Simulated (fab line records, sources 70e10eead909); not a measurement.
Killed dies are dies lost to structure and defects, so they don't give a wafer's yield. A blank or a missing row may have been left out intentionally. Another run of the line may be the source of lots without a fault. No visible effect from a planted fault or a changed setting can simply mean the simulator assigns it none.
Which tool is to blame? | flow nand-harc | Sampling: 11 lots, 33 wafers, 3 of 1159 route steps

## WHAT THE GAUGES SHOWED, per wafer
NHARC_A_BLC_CD_MEAS_10 targets a cd of 100 nm.
lot  | measured     | on        | cd-nm (nm)
L365 | day 16 19:13 | cd-sem-02 | 100.1 102.2 100.6
L367 | day 17 16:44 | cd-sem-01 | 100.8 101.2 100.3
L366 | day 17 18:07 | cd-sem-02 | 99.1 98.8 99.5
L369 | day 18 01:12 | cd-sem-02 | 99.2 99.7 99.2
L373 | day 18 23:19 | cd-sem-01 | 99.3 101.1 100.1
L371 | day 19 19:47 | cd-sem-03 | 98.4 98.4 99.6
L380 | day 20 20:11 | cd-sem-03 | 115.5 114.0 115.8
L376 | day 21 05:19 | cd-sem-03 | 114.8 115.2 113.7
L384 | day 22 00:47 | cd-sem-02 | 100.0 100.1 98.7
L386 | day 22 11:51 | cd-sem-01 | 101.4 100.2 101.1
L387 | day 22 19:53 | cd-sem-02 | 99.7 98.6 99.7

## EACH LOT AND THE TOOL THAT RAN IT (in order: tool; ch and the chambers of the sampled wafers; start)
lot  | NHARC_A_CONTACT_STRIP_26                      | NHARC_A_BLC_PEB_08
L365 | rie-diel-04 ch 2,3, day 16 19:08 or earlier   | litho-track-04 ch 0, day 16 19:08
L367 | rie-diel-04 ch 0,1, day 17 16:39 or earlier   | litho-track-04 ch 0, day 17 16:39
L366 | rie-diel-05 ch 0,1,3, day 17 18:02 or earlier | litho-track-01 ch 0, day 17 18:02
L369 | rie-diel-04 ch 0,1, day 18 01:07 or earlier   | litho-track-06 ch 0, day 18 01:07
L373 | rie-diel-05 ch 0,2, day 18 23:14 or earlier   | litho-track-04 ch 0, day 18 23:14
L371 | rie-diel-04 ch 1,2,3, day 19 19:42 or earlier | litho-track-01 ch 0, day 19 19:42
L380 | rie-diel-07 ch 1,2,3, day 20 20:07 or earlier | litho-track-04 ch 0, day 20 20:07
L376 | rie-diel-07 ch 0,1,3, day 21 05:14 or earlier | litho-track-04 ch 0, day 21 05:14
L384 | rie-diel-04 ch 0,1,3, day 22 00:43 or earlier | litho-track-06 ch 0, day 22 00:43
L386 | rie-diel-04 ch 0,2, day 22 11:46 or earlier   | litho-track-06 ch 0, day 22 11:46
L387 | rie-diel-04 ch 0,1,3, day 22 19:48 or earlier | litho-track-01 ch 0, day 22 19:48
- NHARC_A_CONTACT_STRIP_26: strips in O2.
- NHARC_A_BLC_PEB_08: peb time 65 s.

## THE ANSWER, worked out from the rows above alone
Rule: the lots themselves supply what counts as usual. Put in order of their means at a reading, lots are off if they are a third of the lots or fewer, leave a main group of 4 or more, and stand apart from it by a gap of 3 or more times the standard deviation of the main group's means; of several such gaps the widest counts. A main group whose means are all the same, to the digits that the tables above print for the reading, isn't used. A lot without any number at a reading at which 4 lots or more have one is off too. Where the step has rows for the other lots, those lots are counted as sound.
Off at NHARC_A_BLC_CD_MEAS_10 (cd-nm): L380, L376. Mean 99.9 nm and standard deviation 0.78 in the main group.
If a tool, at a process step before that reading, ran all the lots that are off and no sound lot after the first of them, it fits. Gauges at NHARC_A_BLC_CD_MEAS_10: tried the same way as those tools. NHARC_A_CONTACT_STRIP_26: start missing for some lots; hours and lot order therefore follow NHARC_A_BLC_PEB_08. Can't be told from this: 3 tools fit, rie-diel-07 at NHARC_A_CONTACT_STRIP_26, litho-track-04 at NHARC_A_BLC_PEB_08, cd-sem-03 at NHARC_A_BLC_CD_MEAS_10.

## WHAT THE SIMULATOR HAD INSERTED
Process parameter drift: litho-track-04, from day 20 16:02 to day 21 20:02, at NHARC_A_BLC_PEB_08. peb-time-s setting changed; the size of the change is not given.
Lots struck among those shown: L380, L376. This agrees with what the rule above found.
